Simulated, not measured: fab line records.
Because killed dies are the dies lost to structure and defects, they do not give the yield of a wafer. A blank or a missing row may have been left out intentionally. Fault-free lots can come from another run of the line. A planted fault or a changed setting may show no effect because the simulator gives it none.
Which tool did it?    flow nand harc    42 wafers from 14 lots sampled at 5 of the route's 1302 steps

== WHAT THE GAUGES READ, wafer by wafer ==
NHARC_THIN_TSV_CD_MEAS_16.
lot   measured      on         cd nm (nm)
L647  day 23 17:30  cd sem-03  999.2 999.4 999.3
L648  day 24 06:19  cd sem-03  998.8 995.4 995.5
L646  day 24 07:22  cd sem-03  994.1 994.2 994.9
L650  day 24 21:26  cd sem-01  998.9 996.6 996.5
L649  day 24 22:36  cd sem-03  995.6 995.9 993.7
L651  day 25 19:50  cd sem-03  998.0 999.0 995.8
L652  day 25 21:01  cd sem-01  999.1 999.9 997.9
L658  day 29 01:32  cd sem-02  998.2 1000.5 997.4
L659  day 29 02:44  cd sem-01  1000.3 1002.1 999.2
L661  day 29 14:25  cd sem-02  998.3 996.3 1002.4
L660  day 29 15:29  cd sem-01  996.7 996.9 998.6
L663  day 31 03:23  cd sem-03  1000.1 1002.2 1001.6
L664  day 31 07:14  cd sem-01  1000.2 996.5 998.3
L669  day 33 15:18  cd sem-03  998.7 994.6 998.0

NHARC_END_SORT_01.
lot   measured      on         defect limited yield (%)  killed at array  killed at other  killed at periphery  killed dies  killed open  killed short
L649  day 25 11:32  prober-02  78 80 76                  146 129 155      0 0 2            2 4 4                148 133 161  1 1 3        2 2 1
L651  day 26 09:52  prober-01  76 78 75                  158 143 169      0 0 0            3 4 0                161 147 169  2 1 1        2 1 1
L652  day 26 12:14  prober-02  81 80 84                  127 135 106      0 1 1            4 2 2                131 138 109  3 4 5        0 1 2
L661  day 30 05:18  prober-02  92 90 93                  48 69 42         1 1 0            5 0 6                54 70 48     0 6 1        2 6 1

== WHAT TOOL EACH LOT RAN ON (gives the tool, then ch and the chambers of the sampled wafers, and finally the start) ==
lot   NHARC_A_M0_PVD_20             NHARC_THIN_TSV_DEP_43            NHARC_THIN_TSV_ETCH_36
L647  pvd sputter-03, day 22 18:35  pecvd-04 ch 1,2, day 23 15:43    rie metal-01 ch 0,1, day 23 22:51
L648  pvd sputter-02, day 23 06:04  pecvd-04 ch 0,1, day 24 04:42    rie metal-02 ch 0,1, day 24 11:52
L646  pvd sputter-01, day 23 07:37  pecvd-02 ch 0,1, day 24 05:43    rie metal-03 ch 0,1, day 24 12:44
L650  pvd sputter-01, day 23 22:20  pecvd-02 ch 0,1, day 24 19:46    rie metal-03 ch 0,1, day 25 02:55
L649  pvd sputter-01, day 23 23:40  pecvd-04 ch 0,2, day 24 20:56    rie metal-02 ch 0,1, day 25 04:25
L651  pvd sputter-01, day 24 20:29  pecvd-04 ch 0,1,2, day 25 18:02  rie metal-02 ch 0,1, day 26 01:19
L652  pvd sputter-01, day 24 22:58  pecvd-04 ch 0,1,2, day 25 19:21  rie metal-03 ch 0,1, day 26 02:22
L658  pvd sputter-03, day 27 22:56  pecvd-04 ch 1,2, day 28 23:45    rie metal-01 ch 0,1, day 29 07:02
L659  pvd sputter-02, day 28 03:08  pecvd-03 ch 0,1, day 29 01:02    rie metal-02 ch 0,1, day 29 08:13
L661  pvd sputter-02, day 28 11:31  pecvd-03 ch 0,2, day 29 12:40    rie metal-02 ch 0,1, day 29 19:58
L660  pvd sputter-03, day 28 17:30  pecvd-02 ch 0,2, day 29 13:52    rie metal-03 ch 0,1, day 29 21:11
L663  pvd sputter-02, day 30 01:58  pecvd-03 ch 0,1, day 31 01:49    rie metal-01 ch 1, day 31 08:46
L664  pvd sputter-03, day 30 06:07  pecvd-02 ch 1,2, day 31 05:29    rie metal-03 ch 0,1, day 31 12:50
L669  pvd sputter-03, day 32 15:56  pecvd-03 ch 0,1,2, day 33 13:34  rie metal-01 ch 0, day 33 21:31
- NHARC_A_M0_PVD_20: deposits TaN, target thk 5 nm, time 8.06 s.
- NHARC_THIN_TSV_DEP_43: deposits SiO2, target thk 1328.5 nm.
- NHARC_THIN_TSV_ETCH_36: etches the open film in Cl2/BCl3, target depth 65 nm, time 18.571 s.

== WHAT THE TOOLS THEMSELVES READ (means of the sampled wafers that have a number; where no wafer has one, the mark that the record gives instead) ==
NHARC_A_M0_PVD_20.
lot   tool            throttle valve pct (%)
L647  pvd sputter-03  29.6
L648  pvd sputter-02  28.8
L646  pvd sputter-01  29.4
L650  pvd sputter-01  29.5
L649  pvd sputter-01  30.0
L651  pvd sputter-01  29.5
L652  pvd sputter-01  29.1
L658  pvd sputter-03  31.6
L659  pvd sputter-02  30.2
L661  pvd sputter-02  29.3
L660  pvd sputter-03  30.9
L663  pvd sputter-02  30.2
L664  pvd sputter-03  31.0
L669  pvd sputter-03  29.9

NHARC_THIN_TSV_DEP_43.
lot   tool      throttle valve pct (%)
L647  pecvd-04  16.3
L648  pecvd-04  16.5
L646  pecvd-02  15.7
L650  pecvd-02  15.4
L649  pecvd-04  16.6
L651  pecvd-04  16.3
L652  pecvd-04  16.4
L658  pecvd-04  15.6
L659  pecvd-03  16.6
L661  pecvd-03  16.4
L660  pecvd-02  15.2
L663  pecvd-03  16.7
L664  pecvd-02  14.8
L669  pecvd-03  16.3

NHARC_THIN_TSV_ETCH_36.
lot   tool          drypump motor current A (A)  oes product au (a.u.)
L647  rie metal-01  5.72                         1.010
L648  rie metal-02  5.53                         1.010
L646  rie metal-03  5.89                         1.004
L650  rie metal-03  5.90                         0.995
L649  rie metal-02  5.55                         1.014
L651  rie metal-02  5.55                         1.008
L652  rie metal-03  5.91                         1.002
L658  rie metal-01  5.54                         1.007
L659  rie metal-02  5.57                         1.021
L661  rie metal-02  5.56                         1.016
L660  rie metal-03  5.91                         1.005
L663  rie metal-01  5.88                         1.013
L664  rie metal-03  5.91                         1.004
L669  rie metal-01  5.39                         1.001

== THE ANSWER, worked out from the rows above alone ==
Rule: what is usual is taken from the lots themselves. Put in order of their means at a reading, lots are off if they are a third of the lots or fewer, leave a main group of 4 or more, and stand apart from it by a gap of 3 or more times the standard deviation of the main group's means; of several such gaps the widest counts. If all means in a main group match to the digits the tables above print for the reading, that group is not used. Also off: a lot with no number at a reading for which 4 or more lots have one. Where the step has rows for the other lots, those lots are counted as sound. After the gauges, taken in route order, come the tools' own readings; for these a lot's mean is taken, as printed above. At the first step where some lot is off, the reading lying furthest off is the one used; lots without a number count as furthest.
Across all readings shown, no lot is off: no conclusion can be drawn from this.

== WHAT THE SIMULATOR HAD INSERTED ==
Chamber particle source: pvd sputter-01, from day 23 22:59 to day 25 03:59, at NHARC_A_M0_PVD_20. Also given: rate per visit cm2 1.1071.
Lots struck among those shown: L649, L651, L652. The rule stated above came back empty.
